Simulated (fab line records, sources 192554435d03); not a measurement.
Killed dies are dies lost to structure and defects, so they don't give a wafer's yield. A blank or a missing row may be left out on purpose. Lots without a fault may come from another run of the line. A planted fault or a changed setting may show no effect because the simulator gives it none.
fab line records | flow n5_finfet
record lots=11 wafers=31 last_day=19
route steps=1938 shown BEOL_M5@1172 BEOL_M6@1194
lots that met no fault: from a run of the same line without faults
start_h: hours from the record's first day to the start of the lot's first wafer shown | wait_h: hours since the lot's step before | " the same as in the row above | L1.1+2: a row that stands for several wafers | - no value, or no start given | * or withheld: withheld | < > ~ a bound
route shown NAME@n: a module of which the file shows steps, and the number in the route of the first | usual: mean/standard deviation of fault-free wafers | same: alike in all rows | chamber/n: place in a boat | sites: the reading at each site | _std_site: their standard deviation | _edge_site: outer sites' mean less inner sites' | radius_mm: how far each site lies from the wafer's centre | mask NAME#n: copy n | behind: the tool/chamber that last shaped the wafer | hold: why the lot was held/for how many hours/how that ended | device: the transistor (n, p or np) that didn't switch | end of line: the same wafers' tests at the end of the route | a step without rows: its recipe alone | killed: dies lost to structure and defects at the first sort, not the wafer's yield | map: a wafer's dies, x killed, . not, _ none there
set.NAME: the setting as run; set.NAME@STEP: as run at that earlier step | model.NAME: the simulator's own value behind a step, which no gauge read
steps of the route over a sample of lots; a table a step, a row a wafer
services: from which hour (start_h, from the record's first day; less than 0 if before it) a tool's chamber was out of use, for how many hours, and why
## steps
# step N5_BEOL_M5_ALD_86
# recipe material=TaN target_thk_a=* temp_c=275 ald_precursor_family=PDMAT ald_co_reactant=NH3 pressure_torr=3 carrier_flow_sccm=1500 pulse_time_s=2 purge_time_s=3 co_reactant_purge_time_s=2 co_reactant_pulse_time_s=3 ald_cycles=30 precursor_vessel_temp_c=75 precursor_vessel_pressure_torr=26.25 precursor_vessel_carrier_sccm=1000
# usual heater_power_w=419/39
# same co_reactant_purge_time_s=2
# columns lot.wafer tool chamber start_h wait_h heater_power_w
L151.1 ald_metal-03 1 192.43 0.1 422
L151.2 " 3 " " 406
L151.5 " 0 " " 373
L154.1 ald_metal-02 3 209.31 0.0 400
L154.3 " 0 " " 522
L154.6 " 2 " " 378
L156.3 ald_metal-04 3 218.05 0.0 390
L156.4 " 0 " " 418
L156.5 " 0 " " 422
L159.3 ald_metal-04 0 238.97 0.0 418
L159.5 " 0 " " 429
L159.6 " 3 " " 382
L160.2 ald_metal-03 2 243.75 0.1 435
L160.4 " 0 " " 376
L160.6 " 0 " " 376
L163.1 ald_metal-02 0 259.95 0.0 513
L163.2 " 1 " " 416
L163.3 " 2 " " 369
L162.3 ald_metal-04 0 268.89 0.1 424
L162.4 " 1 " " 447
L162.6 " 2 " " 433
L166.3 ald_metal-02 3 284.71 0.0 392
L166.4 " 1 " " 418
L166.6 " 2 " " 378
L172.1 ald_metal-03 2 338.05 0.1 424
L172.3 " 0 " " 376
L171.2 ald_metal-03 0 338.28 0.0 376
L171.3 " 3 " " 401
L171.4 " 1 " " 439
L173.2 ald_metal-04 2 342.06 0.1 410
L173.3 " 1 " " 452
# step N5_BEOL_M5_DEP_56
# recipe material=SiCN target_thk_a=80 temp_c=withheld precursor=3MS/NH3 pressure_torr=3 rf_w=202 time_s=14
# usual showerhead_plenum_p_Torr=3.669/0.013 throttle_valve_pct=9.1/0.53
# columns lot.wafer tool chamber start_h wait_h showerhead_plenum_p_Torr throttle_valve_pct
L151.1 pecvd-04 2 198.61 0.0 3.665 9.0
L151.2 " 0 " " 3.648 10.3
L151.5 " 1 " " 3.689 9.5
L154.1 pecvd-04 2 215.54 0.0 3.674 8.9
L154.3 " 0 " " 3.637 10.1
L154.6 " 2 " " 3.679 8.8
L156.3 pecvd-03 0 224.03 0.0 3.664 9.0
L156.4 " 1 " " 3.666 8.6
L156.5 " 0 " " 3.681 8.9
L159.3 pecvd-03 0 244.96 0.0 3.676 8.9
L159.5 " 1 " " 3.668 8.9
L159.6 " 0 " " 3.675 8.6
L160.2 pecvd-02 0 250.25 0.0 3.665 9.4
L160.4 " 1 " " 3.665 9.2
L160.6 " 0 " " 3.673 9.6
L163.1 pecvd-04 0 266.04 0.0 3.640 10.3
L163.2 " 2 " " 3.666 8.7
L163.3 " 1 " " 3.674 9.6
L162.3 pecvd-02 2 274.81 0.0 3.658 8.7
L162.4 " 0 " " 3.670 9.4
L162.6 " 1 " " 3.668 9.1
L166.3 pecvd-03 1 291.13 0.0 3.691 8.9
L166.4 " 2 " " 3.687 8.3
L166.6 " 0 " " 3.673 8.6
L172.1 pecvd-02 1 344.31 0.0 3.681 8.9
L172.3 " 2 " " 3.665 8.6
L171.2 pecvd-02 1 345.03 0.0 3.668 9.3
L171.3 " 0 " " 3.674 9.6
L171.4 " 1 " " 3.678 9.0
L173.2 pecvd-03 0 348.42 0.0 3.677 8.9
L173.3 " 1 " " 3.683 8.8
# step N5_BEOL_M6_ILD_DEP_00
# recipe material=SiCOH_lowk target_thk_a=1797.5 temp_c=300 precursor=DEMS/porogen pressure_torr=5 rf_w=500 time_s=33.4
# usual heater_power_w=310/53 showerhead_plenum_p_Torr=5.744/0.015 throttle_valve_pct=13.8/0.47
# columns lot.wafer tool chamber start_h wait_h heater_power_w showerhead_plenum_p_Torr throttle_valve_pct
L151.1 pecvd-01 0 198.74 0.0 386 5.727 14.2
L151.2 " 1 " " 374 5.749 13.8
L151.5 " 1 " " 376 5.755 13.6
L154.1 pecvd-01 1 215.67 0.0 364 5.745 14.0
L154.3 " 2 " " 270 5.761 13.9
L154.6 " 2 " " 273 5.765 13.7
L156.3 pecvd-01 0 224.18 0.1 355 5.720 13.9
L156.4 " 2 " " 278 5.747 13.9
L156.5 " 2 " " 290 5.747 13.8
L159.3 pecvd-03 1 245.23 0.1 362 5.749 13.5
L159.5 " 1 " " 279 5.761 13.6
L159.6 " 0 " " 254 5.743 13.7
L160.2 pecvd-03 0 250.38 0.0 223 5.736 13.6
L160.4 " 0 " " 227 5.748 13.8
L160.6 " 0 " " 233 5.740 13.7
L163.1 pecvd-03 0 266.16 0.0 224 5.752 13.4
L163.2 " 1 " " 290 5.751 13.2
L163.3 " 2 " " 291 5.756 12.6
L162.3 pecvd-03 1 274.94 0.0 323 5.753 13.4
L162.4 " 0 " " 207 5.744 13.7
L162.6 " 2 " " 290 5.760 12.6
L166.3 pecvd-03 1 291.26 0.0 322 5.744 13.6
L166.4 " 0 " " 247 5.750 14.0
L166.6 " 1 " " 339 5.758 13.5
L172.1 pecvd-01 1 344.44 0.0 348 5.739 13.9
L172.3 " 0 " " 349 5.713 14.3
L171.2 pecvd-01 2 345.15 0.0 251 5.754 14.2
L171.3 " 1 " " 316 5.742 13.9
L171.4 " 1 " " 330 5.740 13.9
L173.2 pecvd-01 1 348.55 0.0 357 5.752 14.1
L173.3 " 2 " " 294 5.762 14.0
# step N5_BEOL_M6_CURE_74
# recipe temp_c=385 time_s=240 ambient=He/Ar material=SiCOH_lowk
# usual lamp_power_pct=52.31/0.051 wafer_temp_C_max=387.0/0.73
# columns lot.wafer tool chamber start_h wait_h lamp_power_pct wafer_temp_C_max
L151.1 uv_cure-03 1 198.81 0.0 52.29 386.6
L151.2 " 1 " " 52.28 386.4
L151.5 " 1 " " 52.38 386.3
L154.1 uv_cure-03 2 216.00 0.3 52.33 387.8
L154.3 " 2 " " 52.29 388.8
L154.6 " 2 " " 52.36 388.3
L156.3 uv_cure-03 0 224.91 0.7 52.34 387.0
L156.4 " 0 " " 52.31 387.4
L156.5 " 0 " " 52.33 387.4
L159.3 uv_cure-02 1 245.45 0.2 52.29 386.8
L159.5 " 1 " " 52.37 386.6
L159.6 " 1 " " 52.26 386.8
L160.2 uv_cure-02 1 250.55 0.1 52.20 386.8
L160.4 " 1 " " 52.31 386.7
L160.6 " 1 " " 52.36 386.2
L163.1 uv_cure-02 1 266.23 0.0 52.26 386.9
L163.2 " 1 " " 52.29 387.5
L163.3 " 1 " " 52.24 386.6
L162.3 uv_cure-03 2 275.32 0.4 52.28 387.8
L162.4 " 2 " " 52.18 387.9
L162.6 " 2 " " 52.30 387.7
L166.3 uv_cure-03 1 292.46 1.2 52.28 386.5
L166.4 " 1 " " 52.46 386.8
L166.6 " 1 " " 52.26 387.1
L172.1 uv_cure-02 2 344.51 0.0 52.39 387.1
L172.3 " 2 " " 52.30 386.8
L171.2 uv_cure-01 0 345.30 0.1 52.34 386.0
L171.3 " 0 " " 52.34 386.0
L171.4 " 0 " " 52.36 385.8
L173.2 uv_cure-01 1 348.69 0.1 52.29 386.0
L173.3 " 1 " " 52.27 385.7
# step N5_BEOL_M6_THK_MEAS_01
# recipe reads=SiCOH_lowk_of_BEOL_M6_ILD_DEP_00
# usual M6_ILD_THK=155.3/1.8
# columns lot.wafer tool chamber start_h wait_h M6_ILD_THK[nm]
L151.1 film_metro-01 - 199.32 0.4 156.9
L151.2 " - " " 152.9
L151.5 " - " " 156.3
L154.1 film_metro-01 - 216.52 0.4 153.6
L154.3 " - " " 152.0
L154.6 " - " " 155.4
L156.3 film_metro-01 - 225.26 0.3 156.7
L156.4 " - " " 155.6
L156.5 " - " " 155.6
L159.3 film_metro-02 - 245.81 0.3 154.9
L159.5 " - " " 155.4
L159.6 " - " " 158.0
L160.2 film_metro-01 - 250.98 0.4 153.4
L160.4 " - " " 153.0
L160.6 " - " " 154.4
L163.1 film_metro-02 - 266.74 0.4 154.6
L163.2 " - " " 154.9
L163.3 " - " " 154.2
L162.3 film_metro-01 - 275.99 0.5 153.4
L162.4 " - " " 165.1
L162.6 " - " " 156.9
L166.3 film_metro-01 - 293.77 1.0 154.3
L166.4 " - " " 162.3
L166.6 " - " " 157.9
L172.1 film_metro-02 - 345.50 0.8 155.1
L172.3 " - " " 153.8
L171.2 film_metro-02 - 345.73 0.4 154.8
L171.3 " - " " 152.4
L171.4 " - " " 157.0
L173.2 film_metro-02 - 349.12 0.4 153.4
L173.3 " - " " 153.8
## services
# columns tool chamber start_h hours kind
pecvd-03 - 168.63 2.8 repair
ald_metal-02 0 194.64 2.9 repair
uv_cure-01 - 198.48 113.1 repair
uv_cure-02 - 205.35 1.0 pm
uv_cure-02 - 215.82 22.2 pm
pecvd-04 2 221.37 2.1 scheduled_down
pecvd-03 2 222.84 7.1 repair
pecvd-01 1 223.94 2.1 scheduled_down
pecvd-03 2 229.98 - clean
pecvd-03 2 229.98 - consumable_replace:showerhead
pecvd-03 2 229.98 29.0 scheduled_down
pecvd-03 2 229.98 29.0 vent_cycle
pecvd-01 1 231.76 22.7 repair
ald_metal-03 3 246.81 7.2 repair
pecvd-02 - 264.28 5.5 pm
ald_metal-04 - 285.66 8.7 pm
pecvd-04 1 307.59 2.1 scheduled_down
ald_metal-03 - 318.79 1.7 repair
uv_cure-02 - 320.44 7.5 pm
pecvd-03 - 324.74 0.7 repair
## key
first_sign step=N5_BEOL_M6_THK_MEAS_01 reading=M6_ILD_THK direction=up sigmas=4.6 usual=155.3 struck=163.7
effect none on later readings
met_at N5_BEOL_M6_ILD_DEP_00
struck_lots L162,L166
struck_wafers L162.4,L166.4
not_acting_at N5_BEOL_M5_ALD_86,N5_BEOL_M5_DEP_56,N5_BEOL_M6_CURE_74
onset_between 266.16 274.94
fault kind=process_parameter_drift tool=pecvd-03 chamber=- onset_h=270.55 steps=N5_BEOL_M6_ILD_DEP_00 channel=target_thk_a offset=* shape=step end_h=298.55 scope=struck_wafers_only acts_in=* stated=*
